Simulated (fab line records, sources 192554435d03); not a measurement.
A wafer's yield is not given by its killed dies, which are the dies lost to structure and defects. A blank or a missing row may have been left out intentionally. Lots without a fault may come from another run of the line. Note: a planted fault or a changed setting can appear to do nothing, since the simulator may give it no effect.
fab line records	flow n5-finfet	part 2 of 2: steps 5 to 6 of 6
record lots=21	wafers=63	last-day=17
route steps=1938 shown BEOL_M12@1637 BEOL_M13@1700 BEOL_M15@1819 MIM_BOT_ETCH@1866
lots that met no fault: from a run of the same line without faults
start-h: the number of hours between the record's first day and the start of the first shown wafer of the lot	wait-h: time in hours since the lot's previous step	" the same as in the row above	L1.1+2: a single row standing in for several wafers	- no value, or no start was given	* or withheld: withheld	< > ~ a bound
route shown NAME@n: NAME is a module with steps in the file, n the number in the route of the first one	usual: mean and standard deviation over wafers with no fault	same: alike in all rows	chamber/n: place in a boat	sites: readings site by site	_std_site: how widely they spread, as a standard deviation	_edge_site: inner sites' mean taken away from outer sites' mean	radius-mm: for every site, how far away it sits from the centre of the wafer	mask NAME#n: copy n	behind: the tool/chamber that last shaped the wafer	hold: what put the lot on hold/how long, in hours/how the hold closed	device: which transistor (n, p or np) failed to switch	end of line: the same wafers' tests at the end of the route	a step with no rows: only its recipe	killed: dies that structure and defects cost at the first sort, which is not the same as the wafer's yield	map: shows each die of a wafer: x if killed, . if not, _ if none is there
set.NAME: the setting the step ran with; set.NAME@STEP: the setting that earlier step ran with	model.NAME: the simulator's own value behind a step, which no gauge read
the route's steps for a sample of lots (tables are steps, rows are wafers)
services: when a tool's chamber went out of use (start-h, in hours from the record's first day, below 0 if earlier), for how many hours, and the reason
## steps
# step N5_BEOL_M15_SPUTTER_43
# recipe material=TaN	target-thk-a=150	temp-c=50	bias-v=168.6	power-w=15000	chamber-pressure-pa=0.12	time-s=24.19
# usual chamber-pressure-pa=0.11996/0.00027	throttle-valve-pct=29.7/0.94
lot.wafer	tool	chamber	start-h	wait-h	chamber-pressure-pa	throttle-valve-pct
L075.4	pvd-sputter-03	-	257.01	0.0	0.12024	28.9
L075.5	"	-	"	"	0.1196	30.6
L075.6	"	-	"	"	0.11997	30.1
L074.2	pvd-sputter-03	-	259.79	0.0	0.11965	30.1
L074.3	"	-	"	"	0.11983	30.3
L074.4	"	-	"	"	0.12039	28.8
L076.2	pvd-sputter-02	-	264.48	0.0	0.11975	30.4
L076.3	"	-	"	"	0.12013	28.1
L076.6	"	-	"	"	0.11979	30.5
L078.2	pvd-sputter-03	-	269.59	0.0	0.1199	30.4
L078.3	"	-	"	"	0.11978	28.8
L078.4	"	-	"	"	0.11951	30.3
L077.3	pvd-sputter-01	-	271.44	0.0	0.12032	29.3
L077.5	"	-	"	"	0.11968	28.4
L077.6	"	-	"	"	0.11995	32.1
L080.1	pvd-sputter-01	-	276.92	0.0	0.11987	29.3
L080.3	"	-	"	"	0.1201	32.0
L080.4	"	-	"	"	0.12002	29.6
L079.1	pvd-sputter-02	-	280.91	0.0	0.12022	30.3
L079.2	"	-	"	"	0.11961	30.1
L079.6	"	-	"	"	0.11935	28.4
L081.1	pvd-sputter-03	-	287.74	0.0	0.11994	28.8
L081.3	"	-	"	"	0.11979	30.4
L081.6	"	-	"	"	0.11952	30.4
L083.1	pvd-sputter-03	-	298.20	0.0	0.11968	28.6
L083.4	"	-	"	"	0.11999	30.4
L083.5	"	-	"	"	0.11999	30.4
L082.1	pvd-sputter-02	-	299.87	0.0	0.1198	28.2
L082.3	"	-	"	"	0.11964	30.3
L082.4	"	-	"	"	0.12003	30.3
L086.2	pvd-sputter-03	-	307.97	0.0	0.12021	28.9
L086.3	"	-	"	"	0.11993	28.7
L086.6	"	-	"	"	0.12007	28.6
L089.1	pvd-sputter-03	-	330.31	0.0	0.11973	28.8
L089.2	"	-	"	"	0.11999	30.1
L089.3	"	-	"	"	0.11992	30.5
L088.1	pvd-sputter-03	-	341.02	0.0	0.11969	28.9
L088.5	"	-	"	"	0.11977	30.0
L088.6	"	-	"	"	0.11981	30.7
L090.1	pvd-sputter-02	-	347.08	0.0	0.11991	28.3
L090.3	"	-	"	"	0.12015	30.6
L090.5	"	-	"	"	0.12011	30.2
L091.2	pvd-sputter-03	-	347.78	0.0	0.12026	30.0
L091.5	"	-	"	"	0.11999	28.9
L091.6	"	-	"	"	0.11939	28.7
L093.2	pvd-sputter-03	-	359.04	0.0	0.1205	28.8
L093.3	"	-	"	"	0.12039	30.5
L093.4	"	-	"	"	0.11992	29.8
L092.1	pvd-sputter-03	-	360.58	0.0	0.12044	30.5
L092.2	"	-	"	"	0.11996	28.6
L092.4	"	-	"	"	0.12014	28.8
L095.2	pvd-sputter-03	-	369.11	0.0	0.1198	30.4
L095.5	"	-	"	"	0.11975	30.0
L095.6	"	-	"	"	0.11986	28.6
L094.3	pvd-sputter-02	-	374.42	0.0	0.12015	30.1
L094.4	"	-	"	"	0.11987	30.5
L094.6	"	-	"	"	0.11962	30.1
L096.4	pvd-sputter-03	-	379.08	0.0	0.12004	28.7
L096.5	"	-	"	"	0.11994	28.9
L096.6	"	-	"	"	0.11969	28.6
L097.2	pvd-sputter-01	-	396.63	0.0	0.11939	31.9
L097.4	"	-	"	"	0.11951	28.4
L097.6	"	-	"	"	0.11994	31.8
# step N5_MIM_BOT_ETCH_ETCH_04
# recipe chemistry=CF4/O2	target=SiNx	target-depth-a=260	time-s=13	ion-energy-ev=100	pressure-mtorr=40	source-w=535	bias-w=49	Ar_flow_sccm=100	cf4-flow-sccm=100	O2_flow_sccm=10
# usual cf4-flow-sccm=100.08/0.3	drypump-motor-current-A=5.7/0.48	oes-product-au=0.80/0.066	rf-vpp-V=240/8.5	showerhead-plenum-p-Torr=2.16/0.042	throttle-valve-pct=16.01/0.19
lot.wafer	tool	chamber	start-h	wait-h	cf4-flow-sccm	drypump-motor-current-A	oes-product-au	rf-hours-counter-h	rf-vpp-V	showerhead-plenum-p-Torr	throttle-valve-pct
L075.4	rie-diel-05	1	264.26	0.0	100.01	5.8	0.82	81	249	2.13	15.95
L075.5	"	1	"	"	100.22	5.8	0.82	-	248	2.13	15.94
L075.6	"	2	"	"	100.20	6.7	0.67	-	235	2.17	16.46
L074.2	rie-diel-04	0	264.64	0.0	100.44	5.9	0.74	157	233	2.11	15.97
L074.3	"	3	"	"	99.52	6.0	0.88	54	249	2.16	15.78
L074.4	"	2	"	"	100.10	5.4	0.88	42	244	2.15	15.73
L076.2	rie-diel-04	2	271.53	0.0	100.10	5.3	0.87	44	245	2.15	15.72
L076.3	"	1	"	"	99.97	5.4	0.82	88	224	2.23	16.05
L076.6	"	2	"	"	100.06	5.4	0.88	-	246	2.15	15.69
L078.2	rie-diel-05	3	276.56	0.0	100.47	5.0	0.85	60	238	2.17	15.99
L078.3	"	0	"	"	100.10	5.1	0.83	98	240	2.15	15.94
L078.4	"	2	"	"	99.86	6.7	0.68	221	235	2.17	16.48
L077.3	rie-diel-04	3	277.85	0.0	100.37	6.0	0.88	58	250	2.16	15.79
L077.5	"	0	"	"	100.19	5.9	0.75	-	233	2.11	15.95
L077.6	"	1	"	"	99.98	5.4	0.81	-	225	2.23	16.06
L080.1	rie-diel-04	2	283.92	0.0	99.90	5.4	0.87	48	244	2.14	15.75
L080.3	"	3	"	"	100.26	6.1	0.90	60	250	2.16	15.79
L080.4	"	1	"	"	99.96	5.4	0.82	93	226	2.23	16.07
L079.1	rie-diel-05	0	288.60	0.0	100.05	5.1	0.82	102	243	2.15	15.95
L079.2	"	3	"	"	100.13	5.0	0.86	64	241	2.17	16.00
L079.6	"	0	"	"	100.61	5.1	0.83	-	241	2.15	15.95
L081.1	rie-diel-05	2	296.16	0.0	99.77	6.7	0.67	228	235	2.16	16.47
L081.3	"	0	"	"	99.55	5.0	0.81	105	240	2.15	15.96
L081.6	"	3	"	"	99.76	5.0	0.84	-	239	2.17	15.99
L083.1	rie-diel-01	0	303.28	0.0	100.29	6.3	0.75	186	249	2.23	16.24
L083.4	"	3	"	"	100.22	6.0	0.75	144	248	2.22	16.25
L083.5	"	1	"	"	100.34	5.7	0.96	-	252	2.15	16.07
L082.1	rie-diel-04	2	307.37	0.0	99.98	5.4	0.86	57	244	2.14	15.73
L082.3	"	1	"	"	100.76	5.4	0.81	101	224	2.22	16.08
L082.4	"	3	"	"	100.32	6.0	0.86	69	250	2.15	15.80
L086.2	rie-diel-04	0	314.77	0.0	99.99	5.9	0.73	175	232	2.10	15.99
L086.3	"	2	"	"	100.36	5.4	0.85	60	246	2.14	15.75
L086.6	"	3	"	"	100.12	6.0	0.86	-	249	2.15	15.81
L089.1	rie-diel-05	1	336.10	0.0	100.12	5.8	0.79	102	248	2.13	15.99
L089.2	"	2	"	"	100.11	6.7	0.66	239	236	2.16	16.49
L089.3	"	0	"	"	99.68	5.1	0.79	121	241	2.15	15.97
L088.1	rie-diel-04	3	347.40	0.0	99.92	6.0	0.84	82	248	2.15	15.84
L088.5	"	0	"	"	100.03	5.9	0.72	-	231	2.10	16.01
L088.6	"	1	"	"	99.99	5.4	0.78	-	224	2.22	16.11
L090.1	rie-diel-04	0	353.48	0.0	100.09	5.9	0.72	187	232	2.10	16.02
L090.3	"	1	"	"	99.84	5.4	0.79	117	224	2.22	16.12
L090.5	"	3	"	"	100.17	6.0	0.84	-	248	2.15	15.82
L091.2	rie-diel-01	0	356.06	0.0	99.89	6.3	0.73	206	247	2.22	16.27
L091.5	"	3	"	"	99.62	6.0	0.74	-	246	2.22	16.30
L091.6	"	2	"	"	99.95	5.3	0.69	-	226	2.28	16.20
L093.2	rie-diel-04	2	366.97	0.0	100.61	5.3	0.81	79	244	2.13	15.78
L093.3	"	3	"	"	99.85	6.0	0.83	90	247	2.15	15.85
L093.4	"	1	"	"	100.34	5.4	0.78	122	225	2.22	16.12
L092.1	rie-diel-04	0	367.86	0.0	99.92	5.9	0.71	192	232	2.10	16.02
L092.2	"	1	"	"	100.34	5.4	0.78	122	224	2.22	16.12
L092.4	"	2	"	"	99.84	5.4	0.82	79	244	2.13	15.78
L095.2	rie-diel-05	0	375.57	0.0	99.85	5.1	0.78	137	242	2.14	16.00
L095.5	"	1	"	"	100.56	5.8	0.78	-	248	2.12	16.00
L095.6	"	3	"	"	99.86	5.0	0.82	-	239	2.16	16.06
L094.3	rie-diel-05	3	380.48	0.0	100.31	5.0	0.81	96	239	2.16	16.06
L094.4	"	1	"	"	99.71	5.8	0.79	119	248	2.12	16.02
L094.6	"	0	"	"	100.44	5.1	0.78	-	239	2.14	16.01
L096.4	rie-diel-04	2	385.49	0.0	99.71	5.4	0.82	86	245	2.13	15.80
L096.5	"	3	"	"	99.67	6.0	0.83	-	250	2.15	15.84
L096.6	"	2	"	"	100.21	5.4	0.82	-	246	2.13	15.80
L097.2	rie-diel-04	2	402.59	0.0	99.77	5.4	0.81	94	243	2.13	15.81
L097.4	"	3	"	"	100.37	6.0	0.81	-	247	2.14	15.89
L097.6	"	2	"	"	99.88	5.4	0.82	-	246	2.13	15.82
## services
tool	chamber	start-h	hours	kind
rie-diel-05	1	230.89	5.4	repair
rie-diel-04	2	242.38	12.5	repair
rie-diel-01	1	260.23	-	clean
rie-diel-03	0	274.83	3.8	repair
rie-diel-06	3	276.39	6.5	repair
rie-diel-02	3	277.39	11.6	repair
rie-diel-06	3	289.56	18.8	repair
rie-diel-02	3	297.64	18.1	repair
rie-diel-05	2	298.44	8.7	repair
rie-diel-02	1	303.65	4.8	repair
rie-diel-06	1	313.27	20.2	repair
rie-diel-01	2	319.59	4.7	repair
rie-diel-02	0	320.60	12.9	repair
rie-diel-05	3	327.61	10.9	repair
rie-diel-03	2	336.02	2.5	repair
rie-diel-01	-	342.20	0.2	repair
rie-diel-03	1	354.76	13.3	repair
rie-diel-05	-	357.67	2.8	pm
rie-diel-03	0	362.06	14.1	repair
rie-diel-05	2	367.49	-	clean
rie-diel-05	2	367.49	-	consumable-replace:focus-ring
rie-diel-05	2	367.49	10.9	scheduled-down
rie-diel-05	2	367.49	10.9	vent-cycle
rie-diel-02	2	380.92	7.2	repair
